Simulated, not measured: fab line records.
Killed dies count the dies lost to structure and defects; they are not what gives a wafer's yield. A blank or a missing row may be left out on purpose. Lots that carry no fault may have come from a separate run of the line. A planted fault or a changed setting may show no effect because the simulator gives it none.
fab line records / flow n5_finfet
record lots=4 wafers=12 last_day=18
route steps=1938 shown SD_EPI_P@318 SD_ACTIVATION@330 ILD0@335 SDB@347 BEOL_M4@1111 PASSIVATION@1936
lots that met no fault: taken from a fault-free run of the same line
start_h: start of the lot's first displayed wafer, in hours after the record's first day / wait_h: hours from the lot's prior step to this one / " identical to the entry in the row above / L1.1+2: one row covering several wafers at once / - either no value or no given start / * or withheld: withheld / < > ~ a bound
route shown NAME@n: NAME is a module with steps in the file, n the number in the route of the first one / usual: mean and standard deviation over wafers with no fault / same: alike in all rows / chamber/n: place in a boat / sites: readings site by site / _std_site: standard deviation across them / _edge_site: the outer-site mean with the inner-site mean subtracted / radius_mm: how far each site lies from the wafer's centre / mask NAME#n: copy n / behind: the tool/chamber that last shaped the wafer / hold: the reason the lot was held/the length of the hold in hours/how it ended / device: which transistor (n, p or np) failed to switch / end of line: the tests these same wafers got at the end of their route / a step given without rows: its recipe and nothing more / killed: count of dies lost to structure and defects at first sort (not the wafer's yield) / map: dies across one wafer; x = killed, . = not, _ = none there
set.NAME: the setting as run; set.NAME@STEP: as run at that earlier step / model.NAME: the simulator's own value behind a step, which no gauge read
lots at selected steps of the route; one table per step, one row per wafer
services: when a tool's chamber went out of use (start_h, in hours from the record's first day, below 0 if earlier), for how many hours, and the reason
## steps
# step N5_SD_EPI_P_SRD_20
# recipe dry=ipa_marangoni do_ppb=5 time_s=30 temp_c=23 rinse_liquid=diw
# step N5_SD_EPI_P_PRECLEAN_51
# recipe chemistry=NF3:NH3 afs_cycles=1 temp_c=30 time_s=20 sublimation_temp_c=180 sublimation_time_s=60 pressure_torr=3 rf_power_w=30
# step N5_SD_EPI_P_VAPOR_ETCH_44
# recipe chemistry=NF3/Ar target=SiGe30 temp_c=25 time_s=3.3 mode=isotropic
# step N5_SD_EPI_P_EPI_21
# recipe material=SiGe:B dopant=B temp_c=550 pressure_torr=20 ambient=H2 time_s=355
# step N5_SD_EPI_P_HM_STRIP_48
# recipe chemistry=H3PO4 temp_c=160 material=SiNx target=SiNx target_depth_a=30 overetch_fraction=0.3
# step N5_SD_EPI_P_SRD_49
# recipe dry=ipa_marangoni time_s=30 temp_c=23 rinse_liquid=diw
# step N5_SD_EPI_P_PRECLEAN_24
# recipe chemistry=O3/DIW time_s=45 temp_c=22 o3_ppm=10
# step N5_SD_EPI_P_PRECLEAN_32
# recipe chemistry=dHF time_s=10 dilution=500:1 temp_c=25
# step N5_SD_EPI_P_PRECLEAN_33
# recipe chemistry=SC2 time_s=45 temp_c=35 mix=1:1:50
# step N5_SD_EPI_P_SRD_25
# recipe time_s=30 temp_c=23 rinse_liquid=diw dry=ipa_marangoni
# step N5_SD_ACTIVATION_RTA_00
# recipe temp_c=975 time_s=0 ambient=N2 idle_temp_c=600 ramp_up_c_per_s=150 ramp_down_c_per_s=60 cool_to_c=600
# usual lamp_power_pct=8.96/0.047 lamp_zone_1_pct=8.948/0.028 lamp_zone_2_pct=8.949/0.027 lamp_zone_3_pct=8.951/0.026 lamp_zone_4_pct=8.951/0.026 lamp_zone_5_pct=8.955/0.027 lamp_zone_6_pct=8.879/0.027 lamp_zone_7_pct=9.349/0.027 wafer_temp_C_max=975.0/2.3
lot.wafer=L398.1 tool=rtp_anneal-02 chamber=0 start_h=70.19 wait_h=0.0 lamp_power_pct=8.95 lamp_zone_1_pct=8.968 lamp_zone_2_pct=8.918 lamp_zone_3_pct=9.001 lamp_zone_4_pct=8.939 lamp_zone_5_pct=8.982 lamp_zone_6_pct=8.860 lamp_zone_7_pct=9.393 wafer_temp_C_max=973.2
lot.wafer=L398.2 tool=rtp_anneal-02 chamber=0 start_h=70.19 wait_h=0.0 lamp_power_pct=8.99 lamp_zone_1_pct=9.002 lamp_zone_2_pct=8.964 lamp_zone_3_pct=8.969 lamp_zone_4_pct=8.958 lamp_zone_5_pct=8.970 lamp_zone_6_pct=8.839 lamp_zone_7_pct=9.370 wafer_temp_C_max=978.5
lot.wafer=L398.4 tool=rtp_anneal-02 chamber=0 start_h=70.19 wait_h=0.0 lamp_power_pct=9.04 lamp_zone_1_pct=8.918 lamp_zone_2_pct=8.908 lamp_zone_3_pct=8.916 lamp_zone_4_pct=8.971 lamp_zone_5_pct=8.958 lamp_zone_6_pct=8.878 lamp_zone_7_pct=9.312 wafer_temp_C_max=972.4
lot.wafer=L408.4 tool=rtp_anneal-02 chamber=0 start_h=130.82 wait_h=0.2 lamp_power_pct=8.79 lamp_zone_1_pct=8.737 lamp_zone_2_pct=8.721 lamp_zone_3_pct=8.708 lamp_zone_4_pct=8.727 lamp_zone_5_pct=8.792 lamp_zone_6_pct=8.649 lamp_zone_7_pct=9.141 wafer_temp_C_max=976.1
lot.wafer=L408.5 tool=rtp_anneal-02 chamber=0 start_h=130.82 wait_h=0.2 lamp_power_pct=8.74 lamp_zone_1_pct=8.701 lamp_zone_2_pct=8.764 lamp_zone_3_pct=8.742 lamp_zone_4_pct=8.754 lamp_zone_5_pct=8.759 lamp_zone_6_pct=8.689 lamp_zone_7_pct=9.160 wafer_temp_C_max=975.2
lot.wafer=L408.6 tool=rtp_anneal-02 chamber=0 start_h=130.82 wait_h=0.2 lamp_power_pct=8.76 lamp_zone_1_pct=8.755 lamp_zone_2_pct=8.741 lamp_zone_3_pct=8.762 lamp_zone_4_pct=8.752 lamp_zone_5_pct=8.751 lamp_zone_6_pct=8.681 lamp_zone_7_pct=9.115 wafer_temp_C_max=971.9
lot.wafer=L409.2 tool=rtp_anneal-02 chamber=0 start_h=136.19 wait_h=0.1 lamp_power_pct=8.70 lamp_zone_1_pct=8.791 lamp_zone_2_pct=8.709 lamp_zone_3_pct=8.749 lamp_zone_4_pct=8.748 lamp_zone_5_pct=8.765 lamp_zone_6_pct=8.679 lamp_zone_7_pct=9.085 wafer_temp_C_max=974.3
lot.wafer=L409.3 tool=rtp_anneal-02 chamber=0 start_h=136.19 wait_h=0.1 lamp_power_pct=8.67 lamp_zone_1_pct=8.704 lamp_zone_2_pct=8.770 lamp_zone_3_pct=8.724 lamp_zone_4_pct=8.755 lamp_zone_5_pct=8.761 lamp_zone_6_pct=8.665 lamp_zone_7_pct=9.160 wafer_temp_C_max=979.4
lot.wafer=L409.6 tool=rtp_anneal-02 chamber=0 start_h=136.19 wait_h=0.1 lamp_power_pct=8.72 lamp_zone_1_pct=8.774 lamp_zone_2_pct=8.726 lamp_zone_3_pct=8.698 lamp_zone_4_pct=8.810 lamp_zone_5_pct=8.798 lamp_zone_6_pct=8.664 lamp_zone_7_pct=9.167 wafer_temp_C_max=975.7
lot.wafer=L416.1 tool=rtp_anneal-01 chamber=0 start_h=178.67 wait_h=0.0 lamp_power_pct=8.99 lamp_zone_1_pct=8.909 lamp_zone_2_pct=8.991 lamp_zone_3_pct=8.970 lamp_zone_4_pct=8.930 lamp_zone_5_pct=8.892 lamp_zone_6_pct=8.838 lamp_zone_7_pct=9.375 wafer_temp_C_max=976.0
lot.wafer=L416.2 tool=rtp_anneal-01 chamber=0 start_h=178.67 wait_h=0.0 lamp_power_pct=8.98 lamp_zone_1_pct=8.907 lamp_zone_2_pct=8.954 lamp_zone_3_pct=8.950 lamp_zone_4_pct=8.930 lamp_zone_5_pct=8.944 lamp_zone_6_pct=8.902 lamp_zone_7_pct=9.346 wafer_temp_C_max=969.9
lot.wafer=L416.6 tool=rtp_anneal-01 chamber=0 start_h=178.67 wait_h=0.0 lamp_power_pct=8.97 lamp_zone_1_pct=8.950 lamp_zone_2_pct=8.943 lamp_zone_3_pct=8.994 lamp_zone_4_pct=8.922 lamp_zone_5_pct=8.962 lamp_zone_6_pct=8.874 lamp_zone_7_pct=9.362 wafer_temp_C_max=975.1
# step N5_SD_ACTIVATION_LSA_01
# recipe temp_c=1080 time_s=0.0008 ambient=N2
# step N5_ILD0_LINER_00
# recipe material=SiNx target_thk_a=40 temp_c=400 ald_precursor_family=SiH2I2 ald_co_reactant=N2/H2-plasma pulse_time_s=1 purge_time_s=2 co_reactant_purge_time_s=2 ald_cycles=80 pressure_torr=2
# step N5_ILD0_FCVD_FILL_01
# recipe material=SiO2_flowable target_thk_a=2000 temp_c=100 pressure_torr=0.8 rf_w=2000 time_s=328.3
# step N5_ILD0_CURE_02
# recipe temp_c=450 time_s=1800 ambient=steam idle_temp_c=400 ramp_up_c_per_min=5 ramp_down_c_per_min=3 densification_p_h2o_torr=640
# step N5_ILD0_CMP_03
# recipe stop_on=SiNx t_overpolish_s=1.9 post_cmp_clean=alkaline_brush down_force_psi=4.1491 platen_rpm=51.796 pad_velocity_m_s=1.0306 target_thk_nm=197.38
# step N5_ILD0_CMP_07
# recipe stop_on=poly-Si material=SiO2_flowable t_overpolish_s=1.18 post_cmp_clean=alkaline_brush down_force_psi=4.1491 platen_rpm=51.796 pad_velocity_m_s=1.0306 target_thk_nm=138.88
# step N5_ILD0_PRECLEAN_10
# recipe chemistry=NF3:NH3 afs_cycles=5 time_s=20 temp_c=30 sublimation_temp_c=180 sublimation_time_s=60 pressure_torr=3 rf_power_w=30
# step N5_ILD0_ALD_15
# recipe material=SiNx target_thk_a=240 temp_c=400 ald_precursor_family=SiH2I2 ald_co_reactant=N2/H2-plasma pulse_time_s=1 ald_cycles=480 purge_time_s=2 co_reactant_purge_time_s=2 pressure_torr=2
# step N5_ILD0_CMP_12
# recipe stop_on=poly-Si material=SiNx t_overpolish_s=6 post_cmp_clean=alkaline_brush down_force_psi=2.5 platen_rpm=51.8 pad_velocity_m_s=1.0307 target_thk_nm=17.67
# step N5_SDB_HM_DEP_00
# recipe material=SiNx target_thk_a=400 temp_c=400 precursor=SiH4/NH3/N2 pressure_torr=1.5 rf_w=300 time_s=35.3
# step N5_SDB_COAT_03
# recipe resist=SOC temp_c=250 time_s=60 spin_rpm=1500 resist_thk_nm=100
# step N5_SDB_COAT_04
# recipe resist=SiARC temp_c=220 time_s=60 spin_rpm=1500 resist_thk_nm=18
# step N5_SDB_COAT_05
# recipe resist=CAR-ArF spin_rpm=1500 resist_thk_nm=90
# step N5_SDB_EBR_07
# recipe solvent=PGMEA ebr_width_mm=1.5
# step N5_SDB_SOFTBAKE_06
# recipe temp_c=110 time_s=60 resist=CAR-ArF
# step N5_SDB_EXPOSE_08
# recipe mask_id=SDB na=1.35 source_shape=conventional sigma_outer=0.5 polarization=unpolarized dose_mj=49.6
# step N5_SDB_PEB_09
# recipe peb_temp_c=withheld peb_time_s=60 resist=CAR-ArF
# step N5_SDB_DEVELOP_10
# recipe develop_time_s=30 developer=TMAH resist=CAR-ArF rinse_liquid=diw dry=air_spin dev_temp_c=23
# step N5_SDB_DESCUM_16
# recipe chemistry=O2 time_s=7.9 source_power_w=50 bias_power_w=20 pressure_mtorr=20 rf_frequency_hz=2.712e+07 temp_c=40 resist=CAR-ArF o2_flow_sccm=225
# step N5_BEOL_M4_RC_MEAS_101
# usual DIBL_N=36.0/2 DIBL_P=36.2/2.2 IOFF_N=0.16/0.034 IOFF_P=0.21/0.04 ION_N=675/12 ION_P=463/7.2 REXT_N=75.4/1.5 REXT_P=100.5/1.6 SS_N=71.6/0.6 SS_P=73.3/0.67 VT_N=250/3 VT_P=-251/3.4
lot.wafer=L398.1 tool=prober-02 chamber=0 start_h=188.48 wait_h=0.0 DIBL_N[mV/V]=37.3 DIBL_P[mV/V]=39.8 IOFF_N[nA/um]=0.17 IOFF_P[nA/um]=0.23 ION_N[uA/um]=673 ION_P[uA/um]=459 REXT_N[ohm.um]=75.9 REXT_P[ohm.um]=102.1 SS_N[mV/dec]=72.2 SS_P[mV/dec]=74.6 VT_N[mV]=248 VT_P[mV]=-251
lot.wafer=L398.2 tool=prober-02 chamber=0 start_h=188.48 wait_h=0.0 DIBL_N[mV/V]=32.4 DIBL_P[mV/V]=33.9 IOFF_N[nA/um]=0.11 IOFF_P[nA/um]=0.15 ION_N[uA/um]=654 ION_P[uA/um]=451 REXT_N[ohm.um]=74.6 REXT_P[ohm.um]=101.4 SS_N[mV/dec]=70.4 SS_P[mV/dec]=72.4 VT_N[mV]=255 VT_P[mV]=-255
lot.wafer=L398.4 tool=prober-02 chamber=0 start_h=188.48 wait_h=0.0 DIBL_N[mV/V]=35.2 DIBL_P[mV/V]=36.3 IOFF_N[nA/um]=0.13 IOFF_P[nA/um]=0.17 ION_N[uA/um]=666 ION_P[uA/um]=455 REXT_N[ohm.um]=75.5 REXT_P[ohm.um]=103.1 SS_N[mV/dec]=71.1 SS_P[mV/dec]=73.4 VT_N[mV]=255 VT_P[mV]=-253
lot.wafer=L408.4 tool=prober-01 chamber=0 start_h=245.66 wait_h=0.5 DIBL_N[mV/V]=32.6 DIBL_P[mV/V]=36.0 IOFF_N[nA/um]=0.12 IOFF_P[nA/um]=0.21 ION_N[uA/um]=652 ION_P[uA/um]=462 REXT_N[ohm.um]=83.0 REXT_P[ohm.um]=106.7 SS_N[mV/dec]=70.3 SS_P[mV/dec]=73.3 VT_N[mV]=254 VT_P[mV]=-246
lot.wafer=L408.5 tool=prober-01 chamber=0 start_h=245.66 wait_h=0.5 DIBL_N[mV/V]=32.8 DIBL_P[mV/V]=35.7 IOFF_N[nA/um]=0.12 IOFF_P[nA/um]=0.20 ION_N[uA/um]=658 ION_P[uA/um]=459 REXT_N[ohm.um]=82.3 REXT_P[ohm.um]=107.4 SS_N[mV/dec]=70.4 SS_P[mV/dec]=73.1 VT_N[mV]=254 VT_P[mV]=-251
lot.wafer=L408.6 tool=prober-01 chamber=0 start_h=245.66 wait_h=0.5 DIBL_N[mV/V]=33.2 DIBL_P[mV/V]=36.9 IOFF_N[nA/um]=0.13 IOFF_P[nA/um]=0.22 ION_N[uA/um]=663 ION_P[uA/um]=468 REXT_N[ohm.um]=82.6 REXT_P[ohm.um]=105.5 SS_N[mV/dec]=71.0 SS_P[mV/dec]=73.5 VT_N[mV]=253 VT_P[mV]=-251
lot.wafer=L409.2 tool=prober-01 chamber=0 start_h=249.96 wait_h=0.2 DIBL_N[mV/V]=33.9 DIBL_P[mV/V]=37.2 IOFF_N[nA/um]=0.14 IOFF_P[nA/um]=0.22 ION_N[uA/um]=666 ION_P[uA/um]=463 REXT_N[ohm.um]=81.0 REXT_P[ohm.um]=105.3 SS_N[mV/dec]=71.5 SS_P[mV/dec]=73.0 VT_N[mV]=251 VT_P[mV]=-250
lot.wafer=L409.3 tool=prober-01 chamber=0 start_h=249.96 wait_h=0.2 DIBL_N[mV/V]=33.3 DIBL_P[mV/V]=36.1 IOFF_N[nA/um]=0.13 IOFF_P[nA/um]=0.21 ION_N[uA/um]=654 ION_P[uA/um]=462 REXT_N[ohm.um]=79.6 REXT_P[ohm.um]=101.9 SS_N[mV/dec]=70.5 SS_P[mV/dec]=72.5 VT_N[mV]=254 VT_P[mV]=-250
lot.wafer=L409.6 tool=prober-01 chamber=0 start_h=249.96 wait_h=0.2 DIBL_N[mV/V]=33.0 DIBL_P[mV/V]=36.0 IOFF_N[nA/um]=0.13 IOFF_P[nA/um]=0.21 ION_N[uA/um]=659 ION_P[uA/um]=464 REXT_N[ohm.um]=78.8 REXT_P[ohm.um]=103.5 SS_N[mV/dec]=71.0 SS_P[mV/dec]=73.3 VT_N[mV]=251 VT_P[mV]=-248
lot.wafer=L416.1 tool=prober-02 chamber=0 start_h=308.93 wait_h=0.0 DIBL_N[mV/V]=38.3 DIBL_P[mV/V]=37.7 IOFF_N[nA/um]=0.18 IOFF_P[nA/um]=0.22 ION_N[uA/um]=672 ION_P[uA/um]=460 REXT_N[ohm.um]=76.4 REXT_P[ohm.um]=102.4 SS_N[mV/dec]=71.9 SS_P[mV/dec]=73.9 VT_N[mV]=252 VT_P[mV]=-249
lot.wafer=L416.2 tool=prober-02 chamber=0 start_h=308.93 wait_h=0.0 DIBL_N[mV/V]=36.7 DIBL_P[mV/V]=36.8 IOFF_N[nA/um]=0.16 IOFF_P[nA/um]=0.21 ION_N[uA/um]=687 ION_P[uA/um]=472 REXT_N[ohm.um]=76.0 REXT_P[ohm.um]=102.9 SS_N[mV/dec]=72.0 SS_P[mV/dec]=73.7 VT_N[mV]=250 VT_P[mV]=-248
lot.wafer=L416.6 tool=prober-02 chamber=0 start_h=308.93 wait_h=0.0 DIBL_N[mV/V]=37.5 DIBL_P[mV/V]=37.7 IOFF_N[nA/um]=0.17 IOFF_P[nA/um]=0.23 ION_N[uA/um]=670 ION_P[uA/um]=466 REXT_N[ohm.um]=76.3 REXT_P[ohm.um]=102.0 SS_N[mV/dec]=72.0 SS_P[mV/dec]=74.0 VT_N[mV]=253 VT_P[mV]=-251
# step N5_PASSIVATION_PROBE_49
# usual defect_limited_yield=91.5/1.5 killed_at_M0_to_M3=33/10 killed_at_M4_up=15/6.4 killed_at_contacts=12/5.4 killed_at_front_end=38/9.8 killed_at_other=4/3.1 killed_dies=101/18 killed_open=67/14 killed_short=33/7.9 sort_bin_5_function=5.0/1 sort_bin_6_memory=3.2/0.67 sort_n_pass=1079/18 sort_yield_pct=91.5/1.5
# same gross_dies=1180 killed_at_back_side=0 sort_bin_4_leakage[%]=0 sort_bin_8_speed[%]=0
lot.wafer=L409.2 tool=prober-01 chamber=- start_h=388.37 wait_h=0.1 defect_limited_yield[%]=93.6 killed_at_M0_to_M3=32 killed_at_M4_up=8 killed_at_contacts=8 killed_at_front_end=24 killed_at_other=3 killed_dies=75 killed_open=48 killed_short=25 sort_bin_5_function[%]=4.1 sort_bin_6_memory[%]=1.9 sort_n_pass=1105 sort_yield_pct[%]=93.6
lot.wafer=L409.3 tool=prober-01 chamber=- start_h=388.42 wait_h=0.1 defect_limited_yield[%]=94.1 killed_at_M0_to_M3=24 killed_at_M4_up=9 killed_at_contacts=4 killed_at_front_end=29 killed_at_other=4 killed_dies=70 killed_open=52 killed_short=15 sort_bin_5_function[%]=3.6 sort_bin_6_memory[%]=2.1 sort_n_pass=1110 sort_yield_pct[%]=94.1
lot.wafer=L409.6 tool=prober-01 chamber=- start_h=388.57 wait_h=0.3 defect_limited_yield[%]=93.1 killed_at_M0_to_M3=30 killed_at_M4_up=15 killed_at_contacts=14 killed_at_front_end=22 killed_at_other=1 killed_dies=82 killed_open=54 killed_short=28 sort_bin_5_function[%]=4.3 sort_bin_6_memory[%]=2.4 sort_n_pass=1098 sort_yield_pct[%]=93.1
# killed by level:class
L409.2 BEOL_M3:geometric_particle:open=10 STI_FIN_REVEAL:geometric_particle:open=7 BEOL_M2:geometric_particle:open=7 FIN_SAQP:geometric_particle:short=5 MOL_CONTACT_COAG:geometric_particle:open=5 BEOL_M0_SAQP:geometric_particle:short=4 MOL_CONTACT_COAG:geometric_particle:short=3 BEOL_M0_SAQP:geometric_particle:open=3
L409.3 BEOL_M0_SAQP:geometric_particle:open=8 FIN_SAQP:geometric_particle:short=6 BEOL_M3:geometric_particle:open=6 FIN_SAQP:geometric_particle:open=5 ILD0:geometric_particle:open=5 MOL_CONTACT_COAG:geometric_particle:open=4 BEOL_M2:geometric_particle:open=4 BEOL_M4:geometric_particle:open=4
L409.6 MOL_CONTACT_COAG:geometric_particle:open=12 BEOL_M4:geometric_particle:open=11 BEOL_M3:geometric_particle:open=7 BEOL_M0_SAQP:geometric_particle:short=6 GATE_CUT:geometric_particle:short=5 BEOL_M0_SAQP:geometric_particle:open=5 ILD0:geometric_particle:open=4 BEOL_M1:geometric_particle:open=3
## services
tool=rtp_anneal-02 chamber=- start_h=144.60 hours=0.8 kind=pm
## key
first_sign step=N5_SD_ACTIVATION_RTA_00 reading=lamp_zone_3_pct direction=down sigmas=8.5 usual=* struck=*
effect step=N5_SD_ACTIVATION_RTA_00 reading=lamp_zone_2_pct direction=down sigmas=7.9 usual=* struck=*
effect step=N5_BEOL_M4_RC_MEAS_101 reading=REXT_N direction=up sigmas=3.9 usual=75.4 struck=81.2
effect step=N5_BEOL_M4_RC_MEAS_101 reading=REXT_P direction=up sigmas=2.8 usual=100.5 struck=105.1
effect step=N5_BEOL_M4_RC_MEAS_101 reading=DIBL_N direction=down sigmas=1.5 usual=36.0 struck=33.1
met_at N5_SD_ACTIVATION_RTA_00
struck_wafers L408.4,L408.5,L408.6,L409.2,L409.3,L409.6
onset_between 70.19 130.82
fault kind=process_parameter_drift tool=rtp_anneal-02 chamber=- onset_h=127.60 steps=N5_SD_ACTIVATION_RTA_00 channel=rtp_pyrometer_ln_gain offset=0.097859 shape=step end_h=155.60
